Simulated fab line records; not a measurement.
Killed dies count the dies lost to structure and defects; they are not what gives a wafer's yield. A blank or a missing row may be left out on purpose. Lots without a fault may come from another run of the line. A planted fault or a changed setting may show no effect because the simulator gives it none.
fab line records    flow nand-harc    part 1 of 2: steps 1 to 38 of 47
[record] lots = 5  wafers = 15  last-day = 32
route steps=1302 shown P_STI@99 P_GATE@110
lots that met no fault: from a run of the same line without faults
start-h: hours from the record's first day to the start of the lot's first wafer shown    wait-h: hours elapsed since this lot's preceding step    " same as the row above    L1.1+2: a row that stands for several wafers    - value missing, or start not given    * or withheld: withheld    < > ~ a bound
route shown NAME@n: NAME is a module with steps in the file, n the number in the route of the first one    usual: the fault-free wafers' mean and standard deviation    same: alike in all rows    chamber/n: place in a boat    sites: readings site by site    _std_site: standard deviation across them    _edge_site: outer sites' mean less inner sites'    radius-mm: for every site, how far away it sits from the centre of the wafer    mask NAME#n: copy n    behind: tool/chamber where the wafer was last shaped    hold: why the lot went on hold/how many hours it stayed there/how the hold came to an end    device: the n, p or np transistor that did not switch    end of line: the tests these same wafers got at the end of their route    for a step that has no rows: nothing shown but its recipe    killed: not the wafer's yield, but the dies lost to structure and defects at the first sort    map: a wafer's dies, marking killed ones x, the rest . and places with no die _
set.NAME: the setting that was run; set.NAME@STEP: the one run at that earlier step    model.NAME: the simulator's own value behind a step, which no gauge read
lots seen at some steps along the route; tables by step, rows by wafer
services: a tool's chamber out of use, with start hour (start-h, from the record's first day; less than 0 if before it), hours out, and reason
[[steps]]
[step NHARC_P_STI_ANNEAL_34]
[recipe] temp-c = 1000  time-s = 1800
[usual] zone-power-top-pct = 39/3.2
lot.wafer  tool        chamber  start-h  wait-h  zone-power-top-pct
L077.1     furnace-08  0        91.35    5.5     43
L077.3     "           0        "        "       43
L077.5     "           0        "        "       42
L088.1     furnace-06  0        203.28   3.9     39
L088.4     "           0        "        "       40
L088.5     "           0        "        "       39
L092.1     furnace-07  0        236.68   4.3     34
L092.2     "           0        "        "       35
L092.6     "           0        "        "       35
L093.2     furnace-06  0        248.46   4.2     39
L093.3     "           0        "        "       40
L093.4     "           0        "        "       39
L097.2     furnace-06  0        288.02   5.5     40
L097.4     "           0        "        "       39
L097.6     "           0        "        "       39
[step NHARC_P_STI_CMP_21]
[recipe] t-overpolish-s = 20  target-thk-nm = 380.67
[usual] motor-current-A = 11.9/1.1  overpolish-run-s = 20.000/0.0099
lot.wafer  tool    chamber  start-h  wait-h  motor-current-A  overpolish-run-s
L077.3     cmp-02  3        96.26    0.4     11.9             19.997
L077.1     "       1        "        "       12.7             19.989
L077.5     "       0        "        "       13.6             20.007
L088.4     cmp-02  3        208.13   0.4     12.1             19.985
L088.1     "       1        "        "       12.2             20.003
L088.5     "       0        "        "       14.5             20.009
L092.2     cmp-02  2        241.62   0.4     10.8             20.000
L092.1     "       3        "        "       11.9             19.996
L092.6     "       0        "        "       12.9             19.992
L093.2     cmp-01  0        253.49   0.4     12.4             19.994
L093.4     "       1        "        "       10.9             19.998
L093.3     "       3        "        "       11.7             19.990
L097.4     cmp-02  0        293.07   0.4     13.3             20.001
L097.2     "       2        "        "       10.9             19.992
L097.6     "       3        "        "       11.8             20.012
[step NHARC_P_STI_SRD_35]
lot.wafer   tool          chamber  start-h  wait-h
L077.3+1+5  wet-bench-04  2,3,4    96.57    0.0
L088.4+1+5  wet-bench-04  7,0,1    208.44   0.1
L092.6+2+1  wet-bench-04  3,5,7    241.88   0.0
L093.2+3+4  wet-bench-05  0,2,3    253.79   0.0
L097.4+2+6  wet-bench-05  7,1,4    293.34   0.0
[step NHARC_P_STI_ETCH_36]
[recipe] target-depth-a = 388  chemistry = dHF  material = SiO2
lot.wafer   tool          chamber  start-h  wait-h
L077.3+1+5  wet-bench-04  2,3,4    96.59    0.0
L088.4+1+5  wet-bench-04  7,0,1    208.46   0.0
L092.6+2+1  wet-bench-04  3,5,7    241.90   0.0
L093.2+3+4  wet-bench-05  0,2,3    253.81   0.0
L097.4+2+6  wet-bench-05  7,1,4    293.37   0.0
[step NHARC_P_STI_STRIP_24]
[recipe] temp-c = 160  chemistry = H3PO4  material = Si3N4
lot.wafer   tool          chamber  start-h  wait-h
L077.3+1+5  wet-bench-04  2,3,4    96.61    0.0
L088.4+1+5  wet-bench-04  7,0,1    208.49   0.0
L092.6+2+1  wet-bench-04  3,5,7    241.92   0.0
L093.2+3+4  wet-bench-05  0,2,3    253.83   0.0
L097.4+2+6  wet-bench-05  7,1,4    293.38   0.0
[step NHARC_P_STI_ETCH_37]
[recipe] target-depth-a = 110  chemistry = dHF  material = SiO2
lot.wafer   tool          chamber  start-h  wait-h
L077.3+1+5  wet-bench-04  2,3,4    -        -
L088.4+1+5  wet-bench-04  7,0,1    -        -
L092.6+2+1  wet-bench-04  3,5,7    -        -
L093.2+3+4  wet-bench-05  0,2,3    -        -
L097.4+2+6  wet-bench-05  7,1,4    -        -
[step NHARC_P_STI_PRECLEAN_38]
[recipe] time-s = *  temp-c = 50  bath-age-min = 0  chemistry = SC1
lot.wafer   tool          chamber  start-h  wait-h
L077.3+1+5  wet-bench-04  2,3,4    -        -
L088.4+1+5  wet-bench-04  7,0,1    -        -
L092.6+2+1  wet-bench-04  3,5,7    -        -
L093.2+3+4  wet-bench-05  0,2,3    -        -
L097.4+2+6  wet-bench-05  7,1,4    -        -
[step NHARC_P_STI_SRD_39]
lot.wafer   tool          chamber  start-h  wait-h
L077.3+1+5  wet-bench-04  2,3,4    -        -
L088.4+1+5  wet-bench-04  7,0,1    -        -
L092.6+2+1  wet-bench-04  3,5,7    -        -
L093.2+3+4  wet-bench-05  0,2,3    -        -
L097.4+2+6  wet-bench-05  7,1,4    -        -
[step NHARC_P_STI_OXIDE_40]
[recipe] target-thk-a = 100  temp-c = 900  ox-time-s = 1362  material = SiO2
[usual] zone-power-top-pct = 32.6/2.8
lot.wafer  tool        chamber  start-h  wait-h  zone-power-top-pct
L077.1     furnace-08  0        100.61   -       36.3
L077.3     "           0        "        "       35.2
L077.5     "           0        "        "       35.7
L088.1     furnace-07  0        212.04   -       29.6
L088.4     "           0        "        "       28.7
L088.5     "           0        "        "       29.0
L092.1     furnace-07  0        245.50   -       28.8
L092.2     "           0        "        "       28.4
L092.6     "           0        "        "       29.0
L093.2     furnace-07  0        257.39   -       29.0
L093.3     "           0        "        "       28.8
L093.4     "           0        "        "       28.8
L097.2     furnace-08  0        296.74   -       35.5
L097.4     "           0        "        "       35.6
L097.6     "           0        "        "       35.9
[step NHARC_P_STI_INSPECT_25]
[usual] raw-defect-count = 213/72
lot.wafer  tool               chamber  start-h  wait-h  raw-defect-count
L077.1     defect-inspect-01  -        104.64   0.4     180
L077.3     "                  -        "        "       230
L077.5     "                  -        "        "       296
L088.1     defect-inspect-02  -        216.08   0.4     206
L088.4     "                  -        "        "       194
L088.5     "                  -        "        "       216
L092.1     defect-inspect-02  -        249.58   0.4     285
L092.2     "                  -        "        "       546
L092.6     "                  -        "        "       246
L093.2     defect-inspect-01  -        261.45   0.4     154
L093.3     "                  -        "        "       141
L093.4     "                  -        "        "       166
L097.2     defect-inspect-01  -        300.79   0.4     130
L097.4     "                  -        "        "       157
L097.6     "                  -        "        "       220
[step NHARC_P_GATE_ETCH_69]
[recipe] target-depth-a = 140  chemistry = dHF  material = SiO2
lot.wafer   tool          chamber  start-h  wait-h
L077.3+5+1  wet-bench-02  7,0,3    104.71   0.1
L088.4+5+1  wet-bench-01  2,5,6    216.13   0.0
L092.1+2+6  wet-bench-01  6,7,1    249.63   0.1
L093.4+2+3  wet-bench-06  6,0,3    261.50   0.0
L097.2+4+6  wet-bench-02  6,2,3    300.85   0.1
[step NHARC_P_GATE_PRECLEAN_70]
[recipe] time-s = *  temp-c = 50  bath-age-min = 0  chemistry = SC1
lot.wafer   tool          chamber  start-h  wait-h
L077.3+5+1  wet-bench-02  7,0,3    104.79   0.1
L088.4+5+1  wet-bench-01  2,5,6    216.23   0.1
L092.1+2+6  wet-bench-01  6,7,1    249.74   0.1
L093.4+2+3  wet-bench-06  6,0,3    261.69   0.2
L097.2+4+6  wet-bench-02  6,2,3    300.94   0.1
[step NHARC_P_GATE_SRD_01]
lot.wafer   tool          chamber  start-h  wait-h
L077.3+5+1  wet-bench-02  7,0,3    -        -
L088.4+5+1  wet-bench-01  2,5,6    -        -
L092.1+2+6  wet-bench-01  6,7,1    -        -
L093.4+2+3  wet-bench-06  6,0,3    -        -
L097.2+4+6  wet-bench-02  6,2,3    -        -
[step NHARC_P_GATE_OXIDE_02]
[recipe] target-thk-a = 375  temp-c = 950  p-h2o-torr = 720  ox-time-s = 365  material = SiO2
[usual] zone-power-top-pct = 34.8/2.2
lot.wafer  tool        chamber  start-h  wait-h  zone-power-top-pct
L077.1     furnace-04  0        108.00   -       36.1
L077.3     "           0        "        "       35.7
L077.5     "           0        "        "       36.2
L088.1     furnace-04  0        220.28   -       36.1
L088.4     "           0        "        "       36.2
L088.5     "           0        "        "       36.4
L092.1     furnace-04  0        252.95   -       35.8
L092.2     "           0        "        "       36.1
L092.6     "           0        "        "       36.3
L093.2     furnace-03  0        265.19   -       32.6
L093.3     "           0        "        "       32.8
L093.4     "           0        "        "       32.7
L097.2     furnace-05  0        304.52   -       38.4
L097.4     "           0        "        "       38.3
L097.6     "           0        "        "       37.9
[step NHARC_P_GATE_DEHYDRATE_03]
[recipe] temp-c = 150  time-s = 120
lot.wafer   tool            chamber  start-h  wait-h
L077.1+3+5  litho-track-07  0        112.59   0.4
L088.1+4+5  litho-track-03  0        224.83   0.4
L092.1+2+6  litho-track-02  0        257.53   0.4
L093.2+3+4  litho-track-07  0        269.79   0.4
L097.2+4+6  litho-track-07  0        309.05   0.4
[step NHARC_P_GATE_HMDS_04]
[recipe] time-s = 30
lot.wafer   tool            chamber  start-h  wait-h
L077.1+3+5  litho-track-07  0        -        -
L088.1+4+5  litho-track-03  0        -        -
L092.1+2+6  litho-track-02  0        -        -
L093.2+3+4  litho-track-07  0        -        -
L097.2+4+6  litho-track-07  0        -        -
[step NHARC_P_GATE_COAT_05]
[recipe] spin-rpm = 4690
lot.wafer   tool            chamber  start-h  wait-h
L077.1+3+5  litho-track-07  0        -        -
L088.1+4+5  litho-track-03  0        -        -
L092.1+2+6  litho-track-02  0        -        -
L093.2+3+4  litho-track-07  0        -        -
L097.2+4+6  litho-track-07  0        -        -
[step NHARC_P_GATE_SOFTBAKE_06]
[recipe] temp-c = 122  time-s = 95
lot.wafer   tool            chamber  start-h  wait-h
L077.1+3+5  litho-track-07  0        -        -
L088.1+4+5  litho-track-03  0        -        -
L092.1+2+6  litho-track-02  0        -        -
L093.2+3+4  litho-track-07  0        -        -
L097.2+4+6  litho-track-07  0        -        -
[step NHARC_P_GATE_EBR_07]
lot.wafer   tool            chamber  start-h  wait-h
L077.1+3+5  litho-track-07  0        -        -
L088.1+4+5  litho-track-03  0        -        -
L092.1+2+6  litho-track-02  0        -        -
L093.2+3+4  litho-track-07  0        -        -
L097.2+4+6  litho-track-07  0        -        -
[step NHARC_P_GATE_EXPOSE_08]
[recipe] na = 0.6  dose-mj = 16.75  mask-id = P_HV
[usual] focus-offset-nm = 0.0/0.6
lot.wafer  tool            chamber  start-h  wait-h  mask    focus-offset-nm
L077.1     krf-scanner-04  0        112.86   -       P_HV#0  0.7
L077.3     "               0        "        "       P_HV#0  0.1
L077.5     "               0        "        "       P_HV#0  0.5
L088.1     krf-scanner-04  0        225.26   -       P_HV#0  -0.1
L088.4     "               0        "        "       P_HV#0  0.4
L088.5     "               0        "        "       P_HV#0  -0.1
L092.1     krf-scanner-04  0        257.80   -       P_HV#0  0.0
L092.2     "               0        "        "       P_HV#0  0.1
L092.6     "               0        "        "       P_HV#0  -0.6
L093.2     krf-scanner-01  0        270.06   -       P_HV#0  -0.8
L093.3     "               0        "        "       P_HV#0  -1.6
L093.4     "               0        "        "       P_HV#0  -1.9
L097.2     krf-scanner-01  0        309.33   -       P_HV#0  -1.7
L097.4     "               0        "        "       P_HV#0  -0.7
L097.6     "               0        "        "       P_HV#0  -0.9
[step NHARC_P_GATE_PEB_09]
[recipe] peb-temp-c = 118  peb-time-s = 85
lot.wafer   tool            chamber  start-h  wait-h
L077.1+3+5  litho-track-02  0        112.93   0.1
L088.1+4+5  litho-track-07  0        225.33   0.1
L092.1+2+6  litho-track-03  0        257.86   0.1
L093.2+3+4  litho-track-07  0        270.12   0.1
L097.2+4+6  litho-track-03  0        309.39   0.1
[step NHARC_P_GATE_DEVELOP_10]
[recipe] time-s = 70
lot.wafer   tool            chamber  start-h  wait-h
L077.1+3+5  litho-track-02  0        -        -
L088.1+4+5  litho-track-07  0        -        -
L092.1+2+6  litho-track-03  0        -        -
L093.2+3+4  litho-track-07  0        -        -
L097.2+4+6  litho-track-03  0        -        -
[step NHARC_P_GATE_CD_MEAS_11]
[recipe] target-cd-nm = 1640  landing-energy-ev = 500
[usual] cd-nm = 1640.2/1.7
lot.wafer  tool       chamber  start-h  wait-h  cd-nm
L077.1     cd-sem-03  0        113.02   -       1639.3
L077.3     "          0        "        "       1640.4
L077.5     "          0        "        "       1643.6
L088.1     cd-sem-02  0        225.42   -       1639.1
L088.4     "          0        "        "       1639.4
L088.5     "          0        "        "       1640.8
L092.1     cd-sem-02  0        257.95   -       1641.5
L092.2     "          0        "        "       1638.7
L092.6     "          0        "        "       1640.0
L093.2     cd-sem-01  0        270.22   -       1639.0
L093.3     "          0        "        "       1638.7
L093.4     "          0        "        "       1639.2
L097.2     cd-sem-01  0        309.48   -       1640.9
L097.4     "          0        "        "       1641.2
L097.6     "          0        "        "       1639.5
[step NHARC_P_GATE_HARDBAKE_12]
[recipe] temp-c = 125  time-s = 80
lot.wafer   tool            chamber  start-h  wait-h
L077.1+3+5  litho-track-07  0        113.10   -
L088.1+4+5  litho-track-07  0        225.50   -
L092.1+2+6  litho-track-03  0        258.03   -
L093.2+3+4  litho-track-02  0        270.30   -
L097.2+4+6  litho-track-02  0        309.56   -
[step NHARC_P_GATE_DESCUM_13]
[recipe] time-s = 3  o2-flow-sccm = 200  ar-flow-sccm = 0  bias-power-w = 0  chemistry = O2
[usual] drypump-motor-current-A = 5.8/0.48  oes-product-au = 0.998/0.0085  rf-vpp-V = 57.9/0.9  showerhead-plenum-p-Torr = 1.89/0.079  throttle-valve-pct = 11.310/0.0094
lot.wafer  tool         chamber  start-h  wait-h  drypump-motor-current-A  oes-product-au  rf-hours-counter-h  rf-vpp-V  showerhead-plenum-p-Torr  throttle-valve-pct
L077.3     rie-diel-02  0        113.18   -       5.4                      0.996           7                   57.4      1.87                      11.297
L077.1     "            3        "        "       5.3                      0.996           5                   57.8      2.01                      11.327
L077.5     "            1        "        "       6.3                      1.003           -                   55.5      1.85                      11.314
L088.1     rie-diel-01  3        225.60   -       5.8                      0.986           0                   58.1      1.93                      11.305
L088.4     "            1        "        "       6.2                      1.006           0                   56.7      1.84                      11.317
L088.5     "            3        "        "       5.8                      0.985           -                   58.5      1.93                      11.281
L092.2     rie-diel-09  0        258.13   -       5.5                      0.996           7                   56.7      1.89                      11.311
L092.1     "            2        "        "       6.1                      1.001           6                   57.7      1.79                      11.333
L092.6     "            3        "        "       6.3                      0.996           -                   58.1      1.78                      11.321
L093.2     rie-diel-02  0        270.38   -       5.4                      1.014           1                   57.5      1.86                      11.306
L093.4     "            1        "        "       6.3                      1.002           1                   57.6      1.85                      11.306
L093.3     "            2        "        "       5.4                      1.000           2                   57.4      1.78                      11.303
L097.4     rie-diel-09  1        309.65   -       6.3                      0.984           8                   58.5      2.02                      11.319
L097.2     "            2        "        "       6.1                      1.005           8                   56.8      1.79                      11.302
L097.6     "            1        "        "       6.3                      0.977           -                   59.1      2.02                      11.305
[step NHARC_P_GATE_ETCH_14]
[recipe] target-depth-a = 488  chemistry = dHF  material = SiO2
lot.wafer   tool          chamber  start-h  wait-h
L077.3+5+1  wet-bench-01  0,1,2    113.33   0.1
L088.1+4+5  wet-bench-01  7,0,2    225.72   0.1
L092.2+1+6  wet-bench-01  0,1,2    258.25   0.1
L093.3+4+2  wet-bench-01  2,4,7    270.52   0.1
L097.4+6+2  wet-bench-01  1,2,3    309.79   0.1
[step NHARC_P_GATE_STRIP_15]
[recipe] time-s = 780  temp-c = 130  chemistry = SPM
lot.wafer   tool          chamber  start-h  wait-h
L077.3+5+1  wet-bench-01  0,1,2    113.42   0.1
L088.1+4+5  wet-bench-01  7,0,2    225.76   0.0
L092.2+1+6  wet-bench-01  0,1,2    258.29   0.0
L093.3+4+2  wet-bench-01  2,4,7    270.56   0.0
L097.4+6+2  wet-bench-01  1,2,3    309.83   0.0
[step NHARC_P_GATE_PRECLEAN_71]
[recipe] time-s = *  temp-c = 50  bath-age-min = 0  chemistry = SC1
lot.wafer   tool          chamber  start-h  wait-h
L077.3+5+1  wet-bench-01  0,1,2    -        -
L088.1+4+5  wet-bench-01  7,0,2    -        -
L092.2+1+6  wet-bench-01  0,1,2    -        -
L093.3+4+2  wet-bench-01  2,4,7    -        -
L097.4+6+2  wet-bench-01  1,2,3    -        -
[step NHARC_P_GATE_SRD_72]
lot.wafer   tool          chamber  start-h  wait-h
L077.3+5+1  wet-bench-01  0,1,2    -        -
L088.1+4+5  wet-bench-01  7,0,2    -        -
L092.2+1+6  wet-bench-01  0,1,2    -        -
L093.3+4+2  wet-bench-01  2,4,7    -        -
L097.4+6+2  wet-bench-01  1,2,3    -        -
[step NHARC_P_GATE_OXIDE_16]
[recipe] target-thk-a = 30  temp-c = 875  ox-time-s = 392  material = SiO2
[usual] zone-power-top-pct = 30.9/1.9
lot.wafer  tool        chamber  start-h  wait-h  zone-power-top-pct
L077.1     furnace-04  0        120.59   -       31.3
L077.3     "           0        "        "       31.5
L077.5     "           0        "        "       31.5
L088.1     furnace-03  0        229.18   -       28.3
L088.4     "           0        "        "       27.9
L088.5     "           0        "        "       28.0
L092.1     furnace-04  0        261.72   -       31.9
L092.2     "           0        "        "       31.7
L092.6     "           0        "        "       31.4
L093.2     furnace-03  0        274.12   -       28.2
L093.3     "           0        "        "       27.9
L093.4     "           0        "        "       28.2
L097.2     furnace-04  0        313.24   -       32.0
L097.4     "           0        "        "       31.4
L097.6     "           0        "        "       31.8
[step NHARC_P_GATE_CVD_17]
[recipe] target-thk-a = 1500  temp-c = 620  time-s = 900  material = poly-Si
[usual] zone-power-top-pct = 19.1/0.65
lot.wafer  tool           chamber  start-h  wait-h  zone-power-top-pct
L077.1     lpcvd-poly-03  0        127.27   3.2     18.9
L077.3     "              0        "        "       19.2
L077.5     "              0        "        "       19.2
L088.1     lpcvd-poly-01  0        235.38   2.7     19.6
L088.4     "              0        "        "       19.6
L088.5     "              0        "        "       19.4
L092.1     lpcvd-poly-01  0        267.95   2.7     19.4
L092.2     "              0        "        "       19.5
L092.6     "              0        "        "       19.6
L093.2     lpcvd-poly-04  0        280.22   2.6     17.8
L093.3     "              0        "        "       18.1
L093.4     "              0        "        "       17.9
L097.2     lpcvd-poly-04  0        319.38   2.6     17.9
L097.4     "              0        "        "       17.8
L097.6     "              0        "        "       17.6
[step NHARC_P_GATE_HM_DEP_102]
[recipe] target-thk-a = 1200  temp-c = 400  material = aC
[usual] throttle-valve-pct = 35.000/0.009
lot.wafer  tool        chamber  start-h  wait-h  throttle-valve-pct
L077.1     acl-dep-01  0        131.31   1.8     34.997
L077.3     "           0        "        "       35.011
L077.5     "           0        "        "       35.011
L088.1     acl-dep-03  0        242.41   4.8     35.011
L088.4     "           0        "        "       35.000
L088.5     "           0        "        "       34.989
L092.1     acl-dep-01  0        272.29   2.1     35.008
L092.2     "           0        "        "       35.009
L092.6     "           0        "        "       35.004
L093.2     acl-dep-01  0        283.30   0.9     34.990
L093.3     "           0        "        "       35.005
L093.4     "           0        "        "       34.996
L097.2     acl-dep-01  0        323.50   1.9     34.990
L097.4     "           0        "        "       34.998
L097.6     "           0        "        "       35.000
[step NHARC_P_GATE_DEP_103]
[recipe] target-thk-a = 300  target-thk-nm = 30  temp-c = 400  flow-sccm = 200  rf-w = 350  material = SiON
[usual] heater-power-w = 824/110
lot.wafer  tool      chamber  start-h  wait-h  heater-power-w
L077.3     pecvd-04  0        131.98   0.3     802
L077.1     "         1        "        "       849
L077.5     "         2        "        "       1065
L088.1     pecvd-01  2        243.13   0.6     738
L088.5     "         0        "        "       699
L088.4     "         2        "        "       752
L092.2     pecvd-03  2        272.96   0.5     747
L092.1     "         0        "        "       667
L092.6     "         1        "        "       891
L093.3     pecvd-04  0        283.90   0.4     753
L093.2     "         1        "        "       807
L093.4     "         0        "        "       739
L097.2     pecvd-03  0        324.12   0.5     659
L097.4     "         1        "        "       983
L097.6     "         2        "        "       689
[step NHARC_P_GATE_DEHYDRATE_18]
[recipe] temp-c = 150  time-s = 120
lot.wafer   tool            chamber  start-h  wait-h
L077.1+3+5  litho-track-01  0        132.25   0.2
L088.1+4+5  litho-track-04  0        243.37   0.2
L092.1+2+6  litho-track-04  0        273.24   0.2
L093.2+3+4  litho-track-01  0        284.14   0.2
L097.2+4+6  litho-track-06  0        324.34   0.2
[step NHARC_P_GATE_HMDS_19]
[recipe] time-s = 30
lot.wafer   tool            chamber  start-h  wait-h
L077.1+3+5  litho-track-01  0        -        -
L088.1+4+5  litho-track-04  0        -        -
L092.1+2+6  litho-track-04  0        -        -
L093.2+3+4  litho-track-01  0        -        -
L097.2+4+6  litho-track-06  0        -        -
[step NHARC_P_GATE_COAT_20]
[recipe] spin-rpm = 1500  resist-thk-nm = 90
lot.wafer   tool            chamber  start-h  wait-h
L077.1+3+5  litho-track-01  0        -        -
L088.1+4+5  litho-track-04  0        -        -
L092.1+2+6  litho-track-04  0        -        -
L093.2+3+4  litho-track-01  0        -        -
L097.2+4+6  litho-track-06  0        -        -
[step NHARC_P_GATE_SOFTBAKE_21]
[recipe] temp-c = 105  time-s = 55
lot.wafer   tool            chamber  start-h  wait-h
L077.1+3+5  litho-track-01  0        -        -
L088.1+4+5  litho-track-04  0        -        -
L092.1+2+6  litho-track-04  0        -        -
L093.2+3+4  litho-track-01  0        -        -
L097.2+4+6  litho-track-06  0        -        -
[step NHARC_P_GATE_EBR_22]
lot.wafer   tool            chamber  start-h  wait-h
L077.1+3+5  litho-track-01  0        -        -
L088.1+4+5  litho-track-04  0        -        -
L092.1+2+6  litho-track-04  0        -        -
L093.2+3+4  litho-track-01  0        -        -
L097.2+4+6  litho-track-06  0        -        -
